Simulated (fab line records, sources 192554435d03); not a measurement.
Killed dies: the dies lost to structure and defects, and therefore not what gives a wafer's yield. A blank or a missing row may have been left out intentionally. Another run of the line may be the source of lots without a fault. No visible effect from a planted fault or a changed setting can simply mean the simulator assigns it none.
Struck lot and sound lot, side by side -- flow n5Finfet -- 16 steps out of a route of 1938
Sound: these wafers, L875.3, L875.4, L875.6. Struck: wafer L890.3 (left out: L890.1, L890.6 of the same lot, which were not struck); the cause appears at the end.
Each step with rows lists, per side, the tool, then ch with its chambers, then its first start. Under that, the readings that differ: sound wafers -- struck wafers -- difference of the means -- sigmas: that difference in standard deviations of wafers without a fault.
alike: readings with means less than 2 such deviations apart, plus words and numbers identical on both sides. not compared: withheld readings, readings lacking a value on some wafer, bounds such as >300 that could conceal the same value, and numbers that have no deviation in the record and whose values overlap.
The two part at a step that has a row with sigmas, a row that says differs or no value, or rows on one side only. When numbers do not overlap yet have no deviation, they are printed without sigmas and do not part them. A reading missing from all wafers of one side parts the sides only when that side holds two or more wafers.

first, 2 steps without rows for these wafers: N5_BEOL_M1_PEB_09 (peb time 60 s); N5_BEOL_M1_DEVELOP_10 (develop time 30 s).
N5_BEOL_M1_CD_MEAS_11: the cd target is 17.05 nm.
  sound on cdSem-01 ch 0, day 6 23:55; struck on cdSem-03 ch 0, day 10 11:34
reading,sound,struck,difference,sigmas
cdNm (nm),16.93 17.05 16.95,16.18,-0.80,-4
N5_BEOL_M1_OVL_MEAS_12:
  sound on overlay-01 ch 0, day 6 23:58; struck on overlay-02 ch 0, day 10 11:35
  alike: M1_OVL
N5_BEOL_M1_INSPECT_13: inspects for defects (brightfield).
  sound on defectInspect-02 at day 7 00:01; struck on defectInspect-01 at day 10 11:39
  alike: rawDefectCount
N5_BEOL_M1_DESCUM_16: chemistry O2, time 7 s.
  sound on rieDiel-06 ch 0,3, day 7 00:02; struck on rieDiel-02 ch 1, day 10 11:41
reading,sound,struck,difference,sigmas
oesProductAu (a.u.),0.99 0.80 1.00,0.76,-0.17,-2
  alike: drypumpMotorCurrentA, rfVppV, showerheadPlenumPTorr, throttleValvePct
  not compared: rfHoursCounterH
N5_BEOL_M1_ETCH_74: etches underlayer in N2/H2, target depth 6.5 nm, time 5.2 s.
  sound on rieDiel-06 ch 0,3, day 7 00:05; struck on rieDiel-02 ch 1, day 10 11:43
reading,sound,struck,difference,sigmas
oesProductAu (a.u.),0.83 0.68 0.83,0.65,-0.13,-2
  alike: drypumpMotorCurrentA, etchRfOnTimeS, n2FlowSccm, rfVppV, showerheadPlenumPTorr, throttleValvePct
  not compared: rfHoursCounterH
N5_BEOL_M1_ETCH_63: etches SiARC in CF4, target depth 15.6 nm, time 26 s.
  sound on rieDiel-06 ch 0,3, day 7 00:05; struck on rieDiel-02 ch 1, day 10 11:44
reading,sound,struck,difference,sigmas
oesProductAu (a.u.),0.84 0.68 0.83,0.66,-0.12,-2
  alike: drypumpMotorCurrentA, etchRfOnTimeS, rfVppV, showerheadPlenumPTorr, throttleValvePct
  not compared: rfHoursCounterH
N5_BEOL_M1_ETCH_64: etches SOC in N2/H2, target depth 75 nm, overetch 15 nm, time 112.5 s.
  sound on rieDiel-06 ch 0,3, day 7 00:07; struck on rieDiel-02 ch 1, day 10 11:46
reading,sound,struck,difference,sigmas
oesProductAu (a.u.),0.77 0.62 0.77,0.60,-0.12,-2
  alike: drypumpMotorCurrentA, n2FlowSccm, rfVppV, showerheadPlenumPTorr, throttleValvePct
  not compared: rfHoursCounterH
then, 2 steps without rows for these wafers: N5_BEOL_M1_STRIP_65 (strips in N2/H2); N5_BEOL_M1_STRIP_75 (strips in N2/H2).
N5_BEOL_M1_STRIP_66: strips in CF4.
  sound on rieDiel-06 ch 0,3, day 7 00:15; struck on rieDiel-02 ch 1, day 10 11:53
reading,sound,struck,difference,sigmas
oesProductAu (a.u.),0.97 0.79 0.97,0.76,-0.15,-2
  alike: drypumpMotorCurrentA, rfVppV, showerheadPlenumPTorr, throttleValvePct
  not compared: rfHoursCounterH
N5_BEOL_M1_HM_OPEN_17: chemistry Cl2/BCl3, target TiN, target depth 20 nm, overetch 6 nm.
  sound on rieMetal-01 ch 0,1, day 7 00:19; struck on rieMetal-01 ch 1, day 10 11:56
reading,sound,struck,difference,sigmas
model.SOC_of_BEOL_M1_COAT_61.thkNm (nm),51.8 52 52,49,-3,
  alike: drypumpMotorCurrentA, oesProductAu, throttleValvePct
  not compared: rfHoursCounterH
then, 1 step without rows for these wafers: N5_BEOL_M1_STRIP_19 (strips in O2).
N5_BEOL_M4_RC_MEAS_101:
  sound on prober-02 ch 0, day 8 13:31; struck on prober-01 ch 0, day 12 02:46
reading,sound,struck,difference,sigmas
ION_P (uA/um),474 470 469,447,-24,-2
  alike: DIBL_N, DIBL_P, IOFF_N, IOFF_P, ION_N, SS_N, SS_P, VT_N, VT_P
-- the record jumps here: 4 days lie between the struck wafers' starts before and after (it left off in module BEOL_M4 and takes up again in module PASSIVATION, whose first step shown is number 1936 of the route) --
N5_PASSIVATION_PROBE_49:
  sound on prober-02 at day 12 21:05; struck on prober-02 at day 16 11:46
  alike: defectLimitedYield, killed_at_M0_to_M3, killed_at_M4_up, killedAtContacts, killedAtFrontEnd, killedAtOther, killedDies, killedOpen, killedShort, sort_bin_5_function, sort_bin_6_memory, sortNPass, sortYieldPct

## WHERE THEY PART
Earliest at N5_BEOL_M1_CD_MEAS_11; latest, in this record, at N5_BEOL_M4_RC_MEAS_101. Later steps at which nothing parts them and some readings are alike: N5_PASSIVATION_PROBE_49.

WHY: what had been put in by the simulator
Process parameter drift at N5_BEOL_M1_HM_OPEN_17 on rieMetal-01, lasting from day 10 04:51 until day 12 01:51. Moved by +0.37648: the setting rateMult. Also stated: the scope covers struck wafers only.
